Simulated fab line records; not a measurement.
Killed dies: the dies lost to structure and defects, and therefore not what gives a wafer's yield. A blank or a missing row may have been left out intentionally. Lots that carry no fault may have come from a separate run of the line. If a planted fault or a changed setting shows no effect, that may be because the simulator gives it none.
Matching of chambers :: flow n5_finfet :: 3 sister chambers for N5_BEOL_M7_ILD_DEP_00 on pecvd-02
The step deposits SiCOH lowk from DEMS/porogen, target thk 179.75 nm, time 33.4 s. 18 wafers are shown with their chamber, then 9 later ones without.

== WAFERS WITH THEIR CHAMBER ==
wafer: L076.1
chamber: 2
throttle_valve_pct (%): 12.4
showerhead_plenum_p_Torr (Torr): 5.745
rf_fwd_power_W (W): 497.2

wafer: L076.2
chamber: 0
throttle_valve_pct (%): 13.5
showerhead_plenum_p_Torr (Torr): 5.764
rf_fwd_power_W (W): 495.5

wafer: L076.6
chamber: 0
throttle_valve_pct (%): 13.6
showerhead_plenum_p_Torr (Torr): 5.744
rf_fwd_power_W (W): 493.3

wafer: L081.2
chamber: 1
throttle_valve_pct (%): 13.5
showerhead_plenum_p_Torr (Torr): 5.723
rf_fwd_power_W (W): 494.6

wafer: L081.3
chamber: 0
throttle_valve_pct (%): 13.7
showerhead_plenum_p_Torr (Torr): 5.759
rf_fwd_power_W (W): 490.7

wafer: L081.5
chamber: 0
throttle_valve_pct (%): 13.7
showerhead_plenum_p_Torr (Torr): 5.765
rf_fwd_power_W (W): 495.5

wafer: L080.1
chamber: 2
throttle_valve_pct (%): 12.8
showerhead_plenum_p_Torr (Torr): 5.752
rf_fwd_power_W (W): 496.3

wafer: L080.2
chamber: 1
throttle_valve_pct (%): 13.8
showerhead_plenum_p_Torr (Torr): 5.736
rf_fwd_power_W (W): 495.7

wafer: L080.6
chamber: 2
throttle_valve_pct (%): 12.6
showerhead_plenum_p_Torr (Torr): 5.759
rf_fwd_power_W (W): 498.5

wafer: L079.3
chamber: 2
throttle_valve_pct (%): 12.9
showerhead_plenum_p_Torr (Torr): 5.739
rf_fwd_power_W (W): 496.7

wafer: L079.4
chamber: 0
throttle_valve_pct (%): 13.4
showerhead_plenum_p_Torr (Torr): 5.765
rf_fwd_power_W (W): 490.0

wafer: L079.6
chamber: 2
throttle_valve_pct (%): 12.6
showerhead_plenum_p_Torr (Torr): 5.754
rf_fwd_power_W (W): 496.8

wafer: L088.2
chamber: 2
throttle_valve_pct (%): 12.8
showerhead_plenum_p_Torr (Torr): 5.744
rf_fwd_power_W (W): 496.8

wafer: L088.3
chamber: 1
throttle_valve_pct (%): 13.7
showerhead_plenum_p_Torr (Torr): 5.738
rf_fwd_power_W (W): 493.3

wafer: L088.6
chamber: 2
throttle_valve_pct (%): 12.8
showerhead_plenum_p_Torr (Torr): 5.761
rf_fwd_power_W (W): 497.6

wafer: L090.1
chamber: 0
throttle_valve_pct (%): 13.5
showerhead_plenum_p_Torr (Torr): 5.760
rf_fwd_power_W (W): 489.6

wafer: L090.4
chamber: 2
throttle_valve_pct (%): 13.0
showerhead_plenum_p_Torr (Torr): 5.758
rf_fwd_power_W (W): 498.3

wafer: L090.6
chamber: 0
throttle_valve_pct (%): 13.8
showerhead_plenum_p_Torr (Torr): 5.754
rf_fwd_power_W (W): 490.8

SIGNATURES (averages over the wafers above)
reading: throttle_valve_pct
chamber 0: 13.600
chamber 1: 13.667
chamber 2: 12.738
scatter within a chamber: 0.168

reading: showerhead_plenum_p_Torr
chamber 0: 5.75871
chamber 1: 5.73233
chamber 2: 5.75150
scatter within a chamber: 0.00787

reading: rf_fwd_power_W
chamber 0: 492.200
chamber 1: 494.533
chamber 2: 497.275
scatter within a chamber: 1.75
Rule: distance of a wafer from a chamber = root of the sum over the readings of ((wafer's reading minus chamber's mean) / reading's scatter) squared. The wafer belongs to the nearest chamber; if the next one is less than 2 further off, it can't be placed. The scatter: take each reading less its chamber's mean, square it, sum over the shown wafers, divide by the number of wafers less the number of chambers, and take the root.

== WAFERS WITHOUT THEIR CHAMBER ==
wafer: L091.1
throttle_valve_pct (%): 13.6
showerhead_plenum_p_Torr (Torr): 5.745
rf_fwd_power_W (W): 490.0

wafer: L091.3
throttle_valve_pct (%): 13.7
showerhead_plenum_p_Torr (Torr): 5.737
rf_fwd_power_W (W): 498.5

wafer: L091.4
throttle_valve_pct (%): 12.8
showerhead_plenum_p_Torr (Torr): 5.751
rf_fwd_power_W (W): 497.0

wafer: L093.1
throttle_valve_pct (%): 12.7
showerhead_plenum_p_Torr (Torr): 5.771
rf_fwd_power_W (W): 495.6

wafer: L093.4
throttle_valve_pct (%): 13.3
showerhead_plenum_p_Torr (Torr): 5.760
rf_fwd_power_W (W): 491.9

wafer: L093.5
throttle_valve_pct (%): 13.6
showerhead_plenum_p_Torr (Torr): 5.731
rf_fwd_power_W (W): 496.9

wafer: L095.1
throttle_valve_pct (%): 13.5
showerhead_plenum_p_Torr (Torr): 5.731
rf_fwd_power_W (W): 492.5

wafer: L095.3
throttle_valve_pct (%): 13.4
showerhead_plenum_p_Torr (Torr): 5.766
rf_fwd_power_W (W): 489.2

wafer: L095.4
throttle_valve_pct (%): 13.6
showerhead_plenum_p_Torr (Torr): 5.734
rf_fwd_power_W (W): 494.8

== WHICH CHAMBER EACH ONE RAN IN ==
wafer: L091.1
from the rows above: can't be placed: 0 or 1
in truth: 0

wafer: L091.3
from the rows above: 1
in truth: 1

wafer: L091.4
from the rows above: 2
in truth: 2

wafer: L093.1
from the rows above: 2
in truth: 2

wafer: L093.4
from the rows above: 0
in truth: 0

wafer: L093.5
from the rows above: 1
in truth: 1

wafer: L095.1
from the rows above: 1
in truth: 1

wafer: L095.3
from the rows above: 0
in truth: 0

wafer: L095.4
from the rows above: 1
in truth: 1
Placed correctly: 8 of 9. From these rows, 1 cannot be placed; in 1 the true chamber is one of the candidates. Number placed wrongly: 0.
